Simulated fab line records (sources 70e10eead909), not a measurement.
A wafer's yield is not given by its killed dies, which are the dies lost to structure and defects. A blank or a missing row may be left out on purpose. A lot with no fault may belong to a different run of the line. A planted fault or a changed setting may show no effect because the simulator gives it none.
Which tool is to blame? -- flow nandHarc -- 13 lots with 37 wafers sampled at 5 steps, on a route of 1302 steps

== WHAT THE GAUGES READ, wafer by wafer ==
NHARC_END_SORT_01. Usual: killedAtArray 54, standard deviation 21; killedAtOther 1.0, standard deviation 1.2; killedAtPeriphery 3.6, standard deviation 2.6; killedDies 58, standard deviation 20; killedOpen 3.3, standard deviation 1.9; killedShort 2.6, standard deviation 1.5.
lot,measured,on,killedAtArray,killedAtOther,killedAtPeriphery,killedDies,killedOpen,killedShort,flag
L579,day 28 12:41,prober-02,96 63 77,0 0 0,6 4 10,102 67 87,4 2 1,2 3 3,
L585,day 30 18:21,prober-01,41 42,0 1,3 4,44 47,2 4,2 2,

== EACH LOT AND THE TOOL THAT RAN IT (in order: tool; ch and the chambers of the sampled wafers; start) ==
lot,NHARC_A_CHANNEL_FILL_D1_ALD_02,NHARC_A_CHANNEL_FILL_D1_ALD_14,NHARC_A_CHANNEL_FILL_D1_ALD_16,NHARC_A_CHANNEL_FILL_D1_ETCHBACK_19
L568,"aldHk-01 ch 0,3, day 8 18:20","aldHk-04 ch 0,2,3, day 8 23:13","aldHk-04 ch 0,1,3, day 9 04:32","rieSi-02 ch 0,1,2, day 9 16:02"
L569,"aldHk-01 ch 1,2,3, day 9 08:37","aldHk-01 ch 0,2, day 9 15:33","aldHk-02 ch 0,1,3, day 9 20:44","rieSi-02 ch 0,3, day 10 08:22"
L572,"aldHk-02 ch 0,3, day 10 15:09","aldHk-02 ch 1,3, day 10 22:13","aldHk-01 ch 1,2, day 11 03:20","rieSi-04 ch 0,2, day 11 15:14"
L573,"aldHk-04 ch 0,1,3, day 10 15:36","aldHk-04 ch 0,3, day 10 22:13","aldHk-02 ch 0,1,2, day 11 03:20","rieSi-02 ch 0,2,3, day 11 15:14"
L574,"aldHk-01 ch 0,1,3, day 10 23:29","aldHk-02 ch 1,2,3, day 11 06:27","aldHk-01 ch 0,1,2, day 11 11:37","rieSi-03 ch 0,1,2, day 12 01:23"
L579,"aldHk-04 ch 1,2,3, day 13 05:25","aldHk-01 ch 1,2,3, day 13 11:58","aldHk-04 ch 1,2, day 13 16:58","rieSi-02 ch 2,3, day 14 04:23"
L580,"aldHk-02 ch 0,1,2, day 13 16:43","aldHk-01 ch 0,1,2, day 13 23:40","aldHk-02 ch 0,2,3, day 14 05:04","rieSi-02 ch 0,2,3, day 14 18:04"
L582,"aldHk-04 ch 0,1,2, day 14 23:24","aldHk-04 ch 0,1,2, day 15 07:11","aldHk-01 ch 0,1,3, day 15 12:19","rieSi-04 ch 1,2,3, day 16 00:16"
L585,"aldHk-01 ch 1,2, day 15 15:46","aldHk-04 ch 2,3, day 15 22:40","aldHk-04 ch 1,2, day 16 03:49","rieSi-02 ch 2,3, day 16 17:06"
L586,"aldHk-01 ch 1,3, day 16 08:07","aldHk-04 ch 1,2, day 16 14:59","aldHk-02 ch 1,3, day 16 20:04","rieSi-02 ch 1,2, day 17 07:59"
L587,"aldHk-01 ch 0,2,3, day 16 21:22","aldHk-04 ch 0,1,2, day 17 04:25","aldHk-01 ch 0,3, day 17 09:29","rieSi-02 ch 0,1, day 17 23:07"
L589,"aldHk-02 ch 0,2, day 17 15:16","aldHk-02 ch 0,1, day 17 22:10","aldHk-01 ch 0,3, day 18 03:22","rieSi-04 ch 0,1, day 18 15:20"
L590,"aldHk-04 ch 0,1, day 17 23:34","aldHk-04 ch 0,2,3, day 18 06:41","aldHk-01 ch 0,1,2, day 18 11:50","rieSi-02 ch 0,1,2, day 18 23:44"
- NHARC_A_CHANNEL_FILL_D1_ALD_02: deposits SiO2, target thk 6 nm, pulse time 10 s, ald cycles 60.
- NHARC_A_CHANNEL_FILL_D1_ALD_14: deposits SiO2, target thk 2.5 nm, pulse time 10 s, ald cycles 25.
- NHARC_A_CHANNEL_FILL_D1_ALD_16: deposits SiO2, target thk 1.5 nm, pulse time 10 s, ald cycles 15.
- NHARC_A_CHANNEL_FILL_D1_ETCHBACK_19: etches the open film in HBr/Cl2, target depth 5 nm, time 1.7 s.

== AS READ BY THE TOOLS THEMSELVES (means over the sampled wafers that have a number; for cases with no such wafer, the mark the record gives instead) ==
NHARC_A_CHANNEL_FILL_D1_ALD_02. Usual: heaterPowerW 439 W, standard deviation 44; precursorPulseHeightRel 1.002, standard deviation 0.019.
lot,tool,heaterPowerW (W),precursorPulseHeightRel,flag
L568,aldHk-01,432,1.005,
L569,aldHk-01,468,0.988,
L572,aldHk-02,378,1.019,
L573,aldHk-04,441,0.983,
L574,aldHk-01,464,1.013,
L579,aldHk-04,445,1.011,
L580,aldHk-02,414,0.989,
L582,aldHk-04,436,0.984,
L585,aldHk-01,468,0.986,
L586,aldHk-01,452,1.000,
L587,aldHk-01,417,1.007,
L589,aldHk-02,390,1.021,
L590,aldHk-04,448,0.997,

NHARC_A_CHANNEL_FILL_D1_ALD_14. Usual: heaterPowerW 443 W, standard deviation 43; precursorPulseHeightRel 0.998, standard deviation 0.022.
lot,tool,heaterPowerW (W),precursorPulseHeightRel,flag
L568,aldHk-04,458,1.007,
L569,aldHk-01,477,1.009,
L572,aldHk-02,419,1.000,
L573,aldHk-04,464,0.993,
L574,aldHk-02,412,1.009,
L579,aldHk-01,474,1.029,
L580,aldHk-01,456,1.006,
L582,aldHk-04,440,1.010,
L585,aldHk-04,483,0.983,
L586,aldHk-04,420,1.004,
L587,aldHk-04,441,0.993,
L589,aldHk-02,394,1.008,
L590,aldHk-04,478,1.004,

NHARC_A_CHANNEL_FILL_D1_ALD_16. Usual: heaterPowerW 441 W, standard deviation 44; precursorPulseHeightRel 1.000, standard deviation 0.019.
lot,tool,heaterPowerW (W),precursorPulseHeightRel,flag
L568,aldHk-04,449,0.994,
L569,aldHk-02,398,1.004,
L572,aldHk-01,487,1.008,
L573,aldHk-02,418,0.996,
L574,aldHk-01,484,0.983,
L579,aldHk-04,425,0.992,
L580,aldHk-02,392,1.004,
L582,aldHk-01,435,0.987,
L585,aldHk-04,426,1.006,
L586,aldHk-02,409,0.998,
L587,aldHk-01,406,0.992,
L589,aldHk-01,404,0.986,
L590,aldHk-01,466,1.002,

NHARC_A_CHANNEL_FILL_D1_ETCHBACK_19. Usual: drypumpMotorCurrentA 5.5 A, standard deviation 0.5; oesProductAu 1.003 a.u., standard deviation 0.0082; throttleValvePct 26.405 %, standard deviation 0.0084.
lot,tool,drypumpMotorCurrentA (A),oesProductAu (a.u.),throttleValvePct (%),flag
L568,rieSi-02,5.8,0.997,26.401,
L569,rieSi-02,5.8,1.006,26.394,
L572,rieSi-04,5.6,1.007,26.411,
L573,rieSi-02,6.0,1.007,26.403,
L574,rieSi-03,5.5,1.012,26.407,
L579,rieSi-02,5.6,0.998,26.403,
L580,rieSi-02,6.0,1.001,26.406,
L582,rieSi-04,5.2,1.005,26.403,
L585,rieSi-02,5.7,1.001,26.407,
L586,rieSi-02,5.5,1.006,26.414,
L587,rieSi-02,5.5,1.004,26.394,
L589,rieSi-04,5.1,1.014,26.406,
L590,rieSi-02,5.8,1.000,26.408,

== THE ANSWER, worked out from the rows above alone ==
Rule: a lot counts as off when the mean over its wafers that have a number is more than 3 standard deviations away from the usual mean. A lot without any number at a reading at which 4 lots or more have one is off too. The other lots that the step has rows for count as sound. Order of review: gauges by route order, followed by the tools' own readings, for which a lot's mean as printed above is used. The first step at which some lot is off is used, and at that step the reading that is off furthest; a lot without a number counts as furthest.
No lot is off at any reading shown: from this, nothing can be told.

== WHAT THE SIMULATOR PUT IN ==
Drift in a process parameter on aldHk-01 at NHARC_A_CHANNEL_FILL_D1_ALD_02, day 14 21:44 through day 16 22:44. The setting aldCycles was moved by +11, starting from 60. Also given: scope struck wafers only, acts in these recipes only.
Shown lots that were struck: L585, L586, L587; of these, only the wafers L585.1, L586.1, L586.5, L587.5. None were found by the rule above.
